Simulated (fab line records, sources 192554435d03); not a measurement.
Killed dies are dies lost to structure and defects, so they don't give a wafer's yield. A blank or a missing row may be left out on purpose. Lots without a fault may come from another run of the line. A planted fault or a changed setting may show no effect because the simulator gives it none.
Split-lot experiment | flow n5_finfet | 7 lots, 21 wafers read, on a route of 1938 steps

THE SPLIT
At N5_HKMG_FIN_COAT_43 (resist thk 90 nm), the setting spin_rpm was moved away from the recipe's 1500 rpm on 8 of the 21 wafers read, by -3.4% to +10.2%. The other wafers ran this setting at the recipe's value.

FROM THE SPLIT TO THE READING: what the file shows between them, 2 steps
- N5_HKMG_FIN_EBR_45
- N5_HKMG_FIN_SOFTBAKE_44: time 60 s

THE READING
CAR-ArF_of_HKMG_FIN_COAT_43.thk_nm (the simulator's own value, which no gauge read), in nm, at N5_HKMG_FIN_DESCUM_53 (chemistry O2, time 7.9 s). The file gives no usual value for it. The 13 wafers here that ran the recipe average 83.4 nm, standard deviation 0.26 nm.

wafer  | tool, chamber at the split | spin_rpm as run, rpm | against the recipe | CAR-ArF_of_HKMG_FIN_COAT_43.thk_nm, nm | against lot-mates on the recipe
L074.3 | litho_track-03, 0          | 1500                 | recipe             | 83.6                                   | -
L074.6 | litho_track-03, 0          | 1500                 | recipe             | 83.6                                   | -
L074.4 | litho_track-03, 0          | 1653                 | +10.2%             | 79.4                                   | -4.2
L078.1 | litho_track-04, 0          | 1586                 | +5.7%              | 81                                     | -2.6
L078.2 | litho_track-04, 0          | 1500                 | recipe             | 83.6                                   | -
L078.4 | litho_track-04, 0          | 1586                 | +5.7%              | 81.2                                   | -2.4
L083.4 | litho_track-03, 0          | 1500                 | recipe             | 84                                     | -
L083.5 | litho_track-03, 0          | 1449                 | -3.4%              | 85.6                                   | +1.8
L083.6 | litho_track-03, 0          | 1500                 | recipe             | 83.6                                   | -
L087.2 | litho_track-03, 0          | 1500                 | recipe             | 83.2                                   | -
L087.3 | litho_track-03, 0          | 1500                 | recipe             | 83.4                                   | -
L087.6 | litho_track-03, 0          | 1500                 | recipe             | 83.4                                   | -
L089.2 | litho_track-02, 0          | 1500                 | recipe             | 83.4                                   | -
L089.3 | litho_track-02, 0          | 1500                 | recipe             | 83.4                                   | -
L089.4 | litho_track-02, 0          | 1500                 | recipe             | 83.4                                   | -
L091.2 | litho_track-04, 0          | 1558                 | +3.9%              | 81.2                                   | -1.8
L091.4 | litho_track-04, 0          | 1558                 | +3.9%              | 81.2                                   | -1.8
L091.3 | litho_track-04, 0          | 1500                 | recipe             | 83                                     | -
L096.1 | litho_track-02, 0          | 1568                 | +4.5%              | 81.4                                   | -1.6
L096.4 | litho_track-02, 0          | 1568                 | +4.5%              | 81.6                                   | -1.4
L096.6 | litho_track-02, 0          | 1500                 | recipe             | 83                                     | -

THE FIT
A straight line over all 21 wafers: CAR-ArF_of_HKMG_FIN_COAT_43.thk_nm changes by -0.44 nm for each +1% of spin_rpm; r = -0.97; the points scatter about the line by 0.34 nm.
The same after taking each lot's own level away (the mean of its wafers on the recipe; 21 wafers): -0.422 nm for each +1%; r = -0.99; scatter 0.19 nm.
On that fit, the largest move of spin_rpm shifts the reading by 4.3 nm.
The lots' own levels span 83.00 to 83.80 nm, that is 3.1 times the standard deviation above.
So the lot-to-lot level changes the slope little: the two slopes agree.
Check: with one of the wafers moved furthest among these (+10.2%) left out of the fit, the line predicts -4.31 nm for it against its lot-mates. It came out at -4.2 nm against them.

OTHER SPLITS ON THESE WAFERS
These wafers also went through other splits before the reading. Each is held against what the fit with the lots' levels taken away leaves over:
other split on the same wafers | wafers away from the commonest value | r with CAR-ArF_of_HKMG_FIN_COAT_43.thk_nm (lot level and that fit taken away)
N5_ILD0_CMP_03 down_force_psi  | 5                                    | -0.16

THE WHOLE CHAIN: every reading that the file lists as answering this split, in the file's order
step                  | what it does             | reading                                                                             | change (the file's fit)               | r (the file's)
N5_HKMG_FIN_COAT_43   | resist thk 90 nm         | CAR-ArF_of_HKMG_FIN_COAT_43.thk_nm (the simulator's own value, which no gauge read) | -0.413 nm for each +1% of the setting | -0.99
N5_HKMG_FIN_DESCUM_53 | chemistry O2, time 7.9 s | CAR-ArF_of_HKMG_FIN_COAT_43.thk_nm (the simulator's own value, which no gauge read) | -0.419 nm for each +1% of the setting | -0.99

THE FILE'S OWN FIT
CAR-ArF_of_HKMG_FIN_COAT_43.thk_nm changes by -0.419 nm for each +1% of spin_rpm, r = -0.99.
